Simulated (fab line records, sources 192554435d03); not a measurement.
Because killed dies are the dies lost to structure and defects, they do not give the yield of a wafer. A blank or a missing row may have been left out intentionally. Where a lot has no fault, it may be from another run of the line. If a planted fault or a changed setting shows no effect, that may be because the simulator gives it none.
Which tool is to blame? | flow n5-finfet | 9 lots, 27 wafers sampled, at 5 steps of a route of 1938

## WHAT THE GAUGES SHOWED, per wafer
N5_BEOL_M4_RC_MEAS_101.
lot  | measured     | on        | IOFF_P_LIN (nA/um)
L423 | day 8 22:50  | prober-01 | 0.108 0.094 0.102
L430 | day 10 08:27 | prober-02 | 22.210 18.254 24.495
L431 | day 10 17:46 | prober-02 | 23.584 19.172 20.071
L432 | day 10 21:43 | prober-01 | 24.364 23.832 26.773
L437 | day 12 16:13 | prober-01 | 0.101 0.084 0.103
L439 | day 12 08:33 | prober-02 | 0.094 0.109 0.093
L441 | day 12 23:07 | prober-02 | 0.103 0.086 0.098
L443 | day 13 12:33 | prober-01 | 0.093 0.101 0.072
L444 | day 13 14:30 | prober-02 | 0.117 0.128 0.109

## WHAT TOOL EACH LOT RAN ON (gives the tool, then ch and the chambers of the sampled wafers, and finally the start)
lot  | N5_SDB_ETCH_25                    | N5_SDB_CUT_ETCH_26              | N5_HKMG_FIN_ALD_74              | N5_HKMG_FIN_ALD_75
L423 | rie-diel-04 ch 0,1,2, day 3 17:10 | rie-si-02 ch 0,1,3, day 3 17:13 | ald-hk-01 ch 1,2,3, day 3 21:44 | ald-hk-01 ch 1,2,3, day 3 21:49
L430 | rie-diel-04 ch 0,2,3, day 5 12:51 | rie-si-02 ch 1,3, day 5 12:56   | ald-hk-01 ch 1,2, day 5 17:22   | ald-hk-01 ch 1,2, day 5 17:26
L431 | rie-diel-01 ch 1,2,3, day 5 21:12 | rie-si-02 ch 0,1,3, day 5 21:17 | ald-hk-03 ch 0,3, day 6 01:32   | ald-hk-03 ch 0,3, day 6 01:37
L432 | rie-diel-01 ch 1,2, day 5 21:53   | rie-si-03 ch 0,1,2, day 5 21:58 | ald-hk-01 ch 0,2,3, day 6 02:19 | ald-hk-01 ch 0,2,3, day 6 02:24
L437 | rie-diel-02 ch 0,3, day 7 06:38   | rie-si-03 ch 0,3, day 7 06:43   | ald-hk-03 ch 1,2, day 7 11:04   | ald-hk-03 ch 1,2, day 7 11:08
L439 | rie-diel-02 ch 0,1,3, day 7 18:16 | rie-si-02 ch 0,1,2, day 7 18:20 | ald-hk-01 ch 0,1,2, day 7 22:45 | ald-hk-01 ch 0,1,2, day 7 22:50
L441 | rie-diel-02 ch 0,1,3, day 8 06:29 | rie-si-02 ch 0,3, day 8 06:35   | ald-hk-01 ch 1,2,3, day 8 10:52 | ald-hk-01 ch 1,2,3, day 8 10:56
L443 | rie-diel-01 ch 0,3, day 8 17:07   | rie-si-05 ch 0,3, day 8 17:12   | ald-hk-01 ch 0,3, day 8 21:44   | ald-hk-01 ch 0,3, day 8 21:49
L444 | rie-diel-02 ch 0,2,3, day 9 00:06 | rie-si-02 ch 0,2,3, day 9 00:11 | ald-hk-01 ch 0,2, day 9 04:28   | ald-hk-01 ch 0,2, day 9 04:32
- N5_SDB_ETCH_25: etches SiO2 in C4F6/O2, target depth 10 nm, time 3.3 s.
- N5_SDB_CUT_ETCH_26: etches Si in HBr/Cl2/O2, target depth 129.6 nm, bt time 20 s, time 51.8 s.
- N5_HKMG_FIN_ALD_74: deposits La2O3, target thk 0.5 nm, pulse time 6 s, co reactant pulse time 1 s.
- N5_HKMG_FIN_ALD_75: deposits Al2O3, target thk 1 nm, co reactant pulse time 1 s.

## THE ANSWER, worked out from the rows above alone
Rule: the lots themselves supply what counts as usual. Put in order of their means at a reading, lots are off if they are a third of the lots or fewer, leave a main group of 4 or more, and stand apart from it by a gap of 3 or more times the standard deviation of the main group's means; of several such gaps the widest counts. The tables above print the reading to a certain number of digits; a main group whose means all agree to those digits is not used. A lot without any number at a reading at which 4 lots or more have one is off too. Any other lot the step has rows for is counted as sound.
Off: L430, L431, L432, seen at N5_BEOL_M4_RC_MEAS_101 (IOFF_P_LIN). The main group: mean 0.100 nA/um, standard deviation 0.009.
A tool fits if, at a process step before that reading, it ran every lot that is off, and no sound lot after the first of them. Gauges at N5_BEOL_M4_RC_MEAS_101: tried the same way as those tools. No candidate that was tried fits.

## WHAT THE SIMULATOR PUT IN
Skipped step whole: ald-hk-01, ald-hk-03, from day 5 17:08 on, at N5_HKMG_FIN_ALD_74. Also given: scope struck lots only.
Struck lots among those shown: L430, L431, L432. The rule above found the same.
